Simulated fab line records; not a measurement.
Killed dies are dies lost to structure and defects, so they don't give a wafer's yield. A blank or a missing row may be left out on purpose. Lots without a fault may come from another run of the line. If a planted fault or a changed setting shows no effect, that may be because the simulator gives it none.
fab line records	flow n5-finfet
[record] lots = 11	wafers = 30	last-day = 18
route steps=1938 shown SPACER0@261 SD_EPI_N@277 SD_EPI_P@301 PASSIVATION@1936
lots untouched by any fault: they come from a run of this same line in which no faults occurred
start-h: hours from the record's first day to the start of the lot's first wafer shown	wait-h: hours elapsed since this lot's preceding step	" unchanged from the row above	L1.1+2: a single row standing in for several wafers	- value missing, or start not given	* or withheld: withheld	< > ~ a bound
route shown NAME@n: a module of which the file shows steps, and the number in the route of the first	usual: average and standard deviation across the fault-free wafers	same: alike in all rows	chamber/n: place in a boat	sites: per-site readings	_std_site: standard deviation across them	_edge_site: mean of outer sites minus mean of inner sites	radius-mm: how far each site lies from the wafer's centre	mask NAME#n: copy n	behind: the most recent tool/chamber to have shaped the wafer	hold: the reason the lot was held/the length of the hold in hours/how it ended	device: the n, p or np transistor that did not switch	end of line: tests run on the same wafers once the route is complete	a step with no rows: only its recipe	killed: at the first sort, the dies lost to defects and structure; wafer yield is something else	map: a wafer's dies, marking killed ones x, the rest . and places with no die _
set.NAME: the setting as run; set.NAME@STEP: as run at that earlier step	model.NAME: the simulator's own value behind a step, which no gauge read
route steps across a sampled set of lots; one table per step, one row per wafer
services: from which hour (start-h, from the record's first day; less than 0 if before it) a tool's chamber was out of use, for how many hours, and why
[[steps]]
[step N5_SPACER0_INSPECT_04]
[recipe] inspect-instrument = darkfield	mode = post-dep
[usual] raw-defect-count = 136/32
lot.wafer	tool	chamber	start-h	wait-h	raw-defect-count
L316.3	defect-inspect-02	-	55.79	0.1	89
L316.4	"	-	"	"	109
L316.6	"	-	"	"	136
L318.3	defect-inspect-02	-	67.18	0.1	103
L318.4	"	-	"	"	190
L318.5	"	-	"	"	171
L323.3	defect-inspect-01	-	97.04	0.1	92
L323.5	"	-	"	"	101
L327.3	defect-inspect-02	-	120.02	0.1	170
L327.5	"	-	"	"	199
L328.3	defect-inspect-01	-	127.53	0.1	129
L328.6	"	-	"	"	135
L329.1	defect-inspect-02	-	132.04	0.1	124
L329.3	"	-	"	"	106
L329.4	"	-	"	"	126
L330.1	defect-inspect-02	-	137.44	0.1	193
L330.2	"	-	"	"	153
L330.6	"	-	"	"	225
L332.4	defect-inspect-01	-	149.09	0.1	128
L332.5	"	-	"	"	83
L332.6	"	-	"	"	120
L334.1	defect-inspect-02	-	162.12	0.1	147
L334.2	"	-	"	"	119
L334.5	"	-	"	"	117
L336.4	defect-inspect-02	-	176.86	0.0	122
L336.5	"	-	"	"	105
L336.6	"	-	"	"	79
L337.3	defect-inspect-01	-	179.31	0.1	130
L337.5	"	-	"	"	152
L337.6	"	-	"	"	135
[step N5_SD_EPI_N_ETCHBACK_44]
[recipe] chemistry = CH3F/O2	mode = anisotropic-etchback	target = SiNx	target-depth-a = 145	stop-on = SiO2	over-etch-frac = 0.3	ion-energy-ev = 120	pressure-mtorr = 30	source-w = 395	bias-w = 73	Ar_flow_sccm = 150	CH3F_flow_sccm = 30	O2_flow_sccm = 20
[usual] drypump-motor-current-A = 5.5/0.45	oes_ar_750_au = 0.80/0.064	oes-product-au = 0.69/0.054	rf-vpp-V = 298/9.5	showerhead-plenum-p-Torr = 2.02/0.072	throttle-valve-pct = 16.31/0.13
lot.wafer	tool	chamber	start-h	wait-h	drypump-motor-current-A	oes_ar_750_au	oes-product-au	rf-hours-counter-h	rf-vpp-V	showerhead-plenum-p-Torr	throttle-valve-pct
L316.3	rie-diel-04	1	56.66	0.0	5.8	0.81	0.71	85	306	2.06	16.35
L316.4	"	2	"	"	4.7	0.72	0.61	-	282	2.07	16.81
L316.6	"	1	"	"	5.8	0.81	0.71	-	306	2.06	16.35
L318.3	rie-diel-02	2	69.09	0.0	5.8	0.82	0.71	63	290	2.13	16.23
L318.4	"	1	"	"	5.2	0.80	0.68	89	305	2.03	16.29
L318.5	"	2	"	"	5.8	0.82	0.71	-	291	2.13	16.24
L323.3	rie-diel-02	0	97.82	0.0	6.1	0.81	0.70	95	313	1.92	16.28
L323.5	"	0	"	"	6.2	0.80	0.70	-	312	1.92	16.29
L327.3	rie-diel-01	2	120.79	0.0	5.6	0.83	0.70	70	289	2.00	16.05
L327.5	"	2	"	"	5.6	0.83	0.70	-	292	2.00	16.04
L328.3	rie-diel-04	3	128.43	0.0	5.6	0.73	0.63	180	296	2.07	16.34
L328.6	"	1	"	"	5.8	0.77	0.68	-	309	2.05	16.43
L329.1	rie-diel-04	1	133.00	0.0	5.8	0.77	0.67	120	309	2.05	16.43
L329.3	"	2	"	"	4.7	0.97	0.81	4	283	2.06	16.36
L329.4	"	3	"	"	5.7	0.74	0.62	182	297	2.07	16.32
L330.1	rie-diel-02	1	138.61	0.0	5.2	0.77	0.66	111	303	2.02	16.33
L330.2	"	2	"	"	5.8	0.79	0.69	86	291	2.12	16.28
L330.6	"	1	"	"	5.2	0.77	0.66	-	304	2.02	16.34
L332.4	rie-diel-02	0	150.01	0.0	6.1	0.78	0.69	112	312	1.92	16.32
L332.5	"	1	"	"	5.2	0.77	0.66	-	304	2.02	16.33
L332.6	"	2	"	"	5.8	0.79	0.68	-	291	2.12	16.30
L334.1	rie-diel-04	2	163.03	0.0	4.8	0.94	0.79	12	282	2.06	16.36
L334.2	"	0	"	"	5.5	0.71	0.59	235	296	1.88	16.34
L334.5	"	1	"	"	5.8	0.77	0.66	-	309	2.04	16.42
L336.4	rie-diel-04	2	177.76	0.0	4.7	0.93	0.78	17	282	2.05	16.38
L336.5	"	1	"	"	5.8	0.76	0.67	-	307	2.04	16.45
L336.6	"	2	"	"	4.7	0.93	0.78	-	281	2.06	16.39
L337.3	rie-diel-02	0	180.21	0.0	6.1	0.77	0.67	123	311	1.91	16.34
L337.5	"	0	"	"	6.1	0.77	0.67	-	312	1.91	16.34
L337.6	"	3	"	"	4.9	0.85	0.73	-	301	2.03	16.30
[step N5_SD_EPI_P_PEB_07]
[recipe] peb-temp-c = 110	peb-time-s = 60	resist = CAR-ArF-block
[usual] resist-line-temp-C = 23.01/0.11
lot.wafer	tool	chamber	start-h	wait-h	resist-line-temp-C
L316.3	litho-track-03	0	60.41	0.0	23.04
L316.4	"	0	"	"	23.11
L316.6	"	0	"	"	23.08
L318.3	litho-track-03	0	72.90	0.0	23.08
L318.4	"	0	"	"	22.96
L318.5	"	0	"	"	22.93
L323.3	litho-track-03	0	105.57	0.0	23.21
L323.5	"	0	"	"	23.08
L327.3	litho-track-03	0	124.68	0.0	23.04
L327.5	"	0	"	"	22.98
L328.3	litho-track-03	0	132.17	0.0	22.80
L328.6	"	0	"	"	22.82
L329.1	litho-track-02	0	136.78	0.1	22.78
L329.3	"	0	"	"	22.92
L329.4	"	0	"	"	22.90
L330.1	litho-track-05	0	143.11	0.1	22.97
L330.2	"	0	"	"	22.90
L330.6	"	0	"	"	23.06
L332.4	litho-track-05	0	153.95	0.0	23.26
L332.5	"	0	"	"	22.94
L332.6	"	0	"	"	23.15
L334.1	litho-track-02	0	166.97	0.1	23.12
L334.2	"	0	"	"	23.16
L334.5	"	0	"	"	22.94
L336.4	litho-track-02	0	183.92	0.0	22.92
L336.5	"	0	"	"	22.86
L336.6	"	0	"	"	23.15
L337.3	litho-track-05	0	184.16	0.0	23.07
L337.5	"	0	"	"	23.16
L337.6	"	0	"	"	22.98
[step N5_SD_EPI_P_CD_MEAS_09]
[recipe] target-cd-nm = 240	landing-energy-ev = 500	detector = se-inlens
[usual] cd-nm = 240.9/0.86
lot.wafer	tool	chamber	start-h	wait-h	cd-nm
L316.3	cd-sem-03	0	60.48	-	241.7
L316.4	"	0	"	"	241.8
L316.6	"	0	"	"	242.2
L318.3	cd-sem-02	0	72.96	-	241.1
L318.4	"	0	"	"	241.0
L318.5	"	0	"	"	241.9
L323.3	cd-sem-03	0	105.63	-	241.6
L323.5	"	0	"	"	247.7
L327.3	cd-sem-01	0	124.75	-	241.0
L327.5	"	0	"	"	247.7
L328.3	cd-sem-01	0	132.24	-	241.1
L328.6	"	0	"	"	247.0
L329.1	cd-sem-03	0	136.84	-	240.7
L329.3	"	0	"	"	241.5
L329.4	"	0	"	"	241.6
L330.1	cd-sem-02	0	143.18	-	241.9
L330.2	"	0	"	"	241.4
L330.6	"	0	"	"	241.8
L332.4	cd-sem-02	0	154.02	-	240.2
L332.5	"	0	"	"	241.6
L332.6	"	0	"	"	240.3
L334.1	cd-sem-03	0	167.04	-	240.6
L334.2	"	0	"	"	240.3
L334.5	"	0	"	"	241.3
L336.4	cd-sem-02	0	183.99	-	241.0
L336.5	"	0	"	"	242.8
L336.6	"	0	"	"	240.5
L337.3	cd-sem-01	0	184.22	-	242.2
L337.5	"	0	"	"	241.6
L337.6	"	0	"	"	241.7
[step N5_SD_EPI_P_ETCH_47]
[recipe] chemistry = CH3F/O2	target = SiOCN	target-depth-a = 250	mask-material = SOC	ion-energy-ev = 60	bias-w = 29	pressure-mtorr = 30	source-w = 410	Ar_flow_sccm = 150	CH3F_flow_sccm = 30	O2_flow_sccm = 20
[usual] drypump-motor-current-A = 5.71/0.28	oes_ar_750_au = 0.79/0.076	oes-product-au = 0.79/0.082	rf-vpp-V = 127.5/2.5	showerhead-plenum-p-Torr = 1.95/0.06	throttle-valve-pct = 16.31/0.26
lot.wafer	tool	chamber	start-h	wait-h	drypump-motor-current-A	oes_ar_750_au	oes-product-au	rf-hours-counter-h	rf-vpp-V	showerhead-plenum-p-Torr	throttle-valve-pct
L316.3	rie-diel-05	2	61.08	0.1	5.32	0.73	0.74	160	126.0	2.02	16.49
L316.4	"	3	"	"	5.96	0.86	0.88	30	130.1	2.06	16.47
L316.6	"	0	"	"	5.49	0.69	0.67	-	127.5	2.04	16.93
L318.3	rie-diel-06	1	73.56	0.1	5.64	0.77	0.78	136	125.5	1.90	16.14
L318.4	"	3	"	"	5.88	0.80	0.82	110	128.5	1.91	16.12
L318.5	"	1	"	"	5.66	0.78	0.77	-	124.7	1.90	16.14
L323.3	rie-diel-03	2	106.23	0.1	6.05	0.74	0.71	175	122.7	1.93	16.38
L323.5	"	0	"	"	6.43	0.68	0.66	-	128.8	1.95	16.50
L327.3	rie-diel-03	2	125.35	0.1	6.06	0.74	0.71	181	121.7	1.93	16.39
L327.5	"	2	"	"	6.06	0.74	0.71	-	123.1	1.93	16.41
L328.3	rie-diel-06	2	132.84	0.1	5.34	0.71	0.70	240	128.8	1.91	16.68
L328.6	"	1	"	"	5.62	0.76	0.78	-	123.5	1.89	16.16
L329.1	rie-diel-06	0	137.53	0.1	5.58	0.89	0.90	25	129.0	1.94	15.92
L329.3	"	1	"	"	5.66	0.76	0.77	154	124.9	1.89	16.16
L329.4	"	3	"	"	5.86	0.79	0.80	127	129.1	1.91	16.15
L330.1	rie-diel-05	2	143.78	0.1	5.32	0.72	0.70	185	126.4	2.01	16.55
L330.2	"	3	"	"	6.02	0.82	0.84	58	128.6	2.05	16.51
L330.6	"	0	"	"	5.51	1.00	1.01	-	126.9	2.04	16.45
L332.4	rie-diel-03	2	154.67	0.1	6.05	0.73	0.71	-	123.0	1.93	16.43
L332.5	"	0	"	"	6.39	0.96	0.96	-	130.0	1.95	16.03
L332.6	"	3	"	"	5.69	0.76	0.77	-	129.8	1.91	16.48
L334.1	rie-diel-06	2	167.81	0.1	5.35	0.70	0.70	251	128.3	1.90	16.71
L334.2	"	0	"	"	5.57	0.89	0.89	32	129.5	1.94	15.94
L334.5	"	0	"	"	5.57	0.88	0.89	-	130.8	1.94	15.94
L336.4	rie-diel-05	3	184.59	0.1	5.94	0.81	0.83	68	129.8	2.04	16.52
L336.5	"	0	"	"	5.49	0.95	0.97	-	127.2	2.04	16.48
L336.6	"	1	"	"	5.76	0.76	0.76	-	131.3	2.06	16.21
L337.3	rie-diel-03	2	184.84	0.1	6.09	0.73	0.70	202	122.7	1.92	16.43
L337.5	"	2	"	"	6.09	0.72	0.70	-	124.0	1.92	16.43
L337.6	"	1	"	"	5.97	0.80	0.78	-	125.4	1.99	16.26
[step N5_PASSIVATION_PROBE_49]
[usual] killed_at_M0_to_M3 = 34/11	killed_at_M4_up = 14/5.6	killed-at-contacts = 13/5.9	killed-at-front-end = 40/11	killed-at-other = 4/3.1	killed-dies = 105/16	killed-open = 68/11	killed-short = 34/8.4
[same] gross-dies = 1180	killed-at-back-side = 0
lot.wafer	tool	chamber	start-h	wait-h	killed_at_M0_to_M3	killed_at_M4_up	killed-at-contacts	killed-at-front-end	killed-at-other	killed-dies	killed-open	killed-short
L327.3	prober-01	-	347.48	0.1	46	13	6	58	12	135	86	39
L327.5	prober-01	-	347.58	0.2	46	12	14	49	9	130	78	36
L330.1	prober-02	-	381.47	0.0	41	16	15	27	1	100	57	38
L330.2	prober-02	-	381.52	0.1	25	7	2	54	2	90	64	26
L330.6	prober-02	-	381.72	0.3	42	10	12	40	1	105	73	32
// killed by level:class
L327.3 BEOL_M3:geometric-particle:open=14 FIN_SAQP:geometric-particle:short=11 BEOL_M2:geometric-particle:open=11 HKMG_FIN:area-etch=10 DUMMY_GATE:geometric-particle:open=8 BEOL_M0_SAQP:geometric-particle:short=8 STI_FIN_REVEAL:geometric-particle:open=7 GATE_CUT:geometric-particle:open=6
L327.5 HKMG_FIN:area-etch=15 MOL_CONTACT_COAG:geometric-particle:open=14 BEOL_M0_SAQP:geometric-particle:short=10 BEOL_M2:geometric-particle:open=9 BEOL_M0_SAQP:geometric-particle:open=7 FIN_SAQP:geometric-particle:open=6 FIN_SAQP:geometric-particle:short=6 BEOL_M1:geometric-particle:open=6
L330.1 BEOL_M2:geometric-particle:open=10 MOL_CONTACT_COAG:geometric-particle:open=10 BEOL_M0_SAQP:geometric-particle:open=7 BEOL_M4:geometric-particle:open=7 BEOL_M0_SAQP:geometric-particle:short=6 MOL_CONTACT_COAG:geometric-particle:short=5 DUMMY_GATE:geometric-particle:open=4 BEOL_M1:geometric-particle:short=4
L330.2 STI_FIN_REVEAL:geometric-particle:open=20 FIN_SAQP:geometric-particle:open=9 GATE_CUT:geometric-particle:short=9 BEOL_M2:geometric-particle:open=7 GATE_CUT:geometric-particle:open=5 BEOL_M2:geometric-particle:short=4 DUMMY_GATE:geometric-particle:open=3 BEOL_M0_SAQP:geometric-particle:short=3
L330.6 STI_FIN_REVEAL:geometric-particle:open=17 MOL_CONTACT_COAG:geometric-particle:open=11 BEOL_M0_SAQP:geometric-particle:short=10 BEOL_M0_SAQP:geometric-particle:open=8 BEOL_M1:geometric-particle:open=7 BEOL_M4:geometric-particle:open=6 BEOL_M2:geometric-particle:open=5 BEOL_M3:geometric-particle:open=5
[[services]]
tool	chamber	start-h	hours	kind
rie-diel-06	2	42.27	12.2	repair
rie-diel-01	-	55.43	14.6	pm
rie-diel-01	1	71.65	13.0	repair
rie-diel-05	2	75.18	5.8	repair
rie-diel-04	3	85.35	15.4	repair
rie-diel-05	0	87.02	11.6	repair
rie-diel-01	3	89.17	31.4	repair
rie-diel-06	-	90.88	0.7	repair
rie-diel-04	2	100.77	-	clean
rie-diel-04	2	100.77	-	consumable-replace:focus-ring
rie-diel-04	2	100.77	24.5	scheduled-down
rie-diel-04	2	100.77	24.5	vent-cycle
rie-diel-01	-	116.22	0.3	repair
rie-diel-03	0	116.90	-	clean
rie-diel-03	0	116.90	-	consumable-replace:esc
rie-diel-03	0	116.90	-	consumable-replace:focus-ring
rie-diel-03	0	116.90	35.8	scheduled-down
litho-track-03	-	125.64	-	consumable-replace:filter
rie-diel-04	-	134.04	2.8	pm
rie-diel-03	1	154.43	5.8	repair
rie-diel-06	3	165.87	11.5	repair
rie-diel-02	2	180.71	1.5	repair
rie-diel-06	2	182.28	6.3	repair
rie-diel-02	3	182.82	5.4	repair
[[key]]
[first-sign] step = N5_SD_EPI_P_CD_MEAS_09	reading = cd-nm	direction = up	sigmas = 7.7	usual = 240.9	struck = 247.5
effect none on later readings
met-at N5_SD_EPI_P_PEB_07
struck-lots L323,L327,L328
struck-wafers L323.5,L327.5,L328.6
tester-left-out L323,L327,L328
[baseline-loss] step = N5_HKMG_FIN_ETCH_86	wafers = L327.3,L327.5
not-acting-at N5_SPACER0_INSPECT_04,N5_SD_EPI_N_ETCHBACK_44,N5_SD_EPI_P_ETCH_47
onset-between 72.90 105.57
[fault] kind = process-parameter-drift	tool = litho-track-03	chamber = -	onset-h = 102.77	steps = N5_SD_EPI_P_PEB_07	channel = peb-time-s	offset = *	shape = step	end-h = 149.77	scope = struck-wafers-only	acts-in = *	stated = *
// tester-left-out: of these lots the tester's yield and bins aren't shown, on N5 and GAA mostly nor the transistor test; their killed dies are dies lost to structure and defects alone, not to doping, threshold or leakage, so they don't give the yield
// baseline-loss: these wafers lose ten dies or more at that step, a loss of the line's own and not of a fault; the sort's usual values leave them out
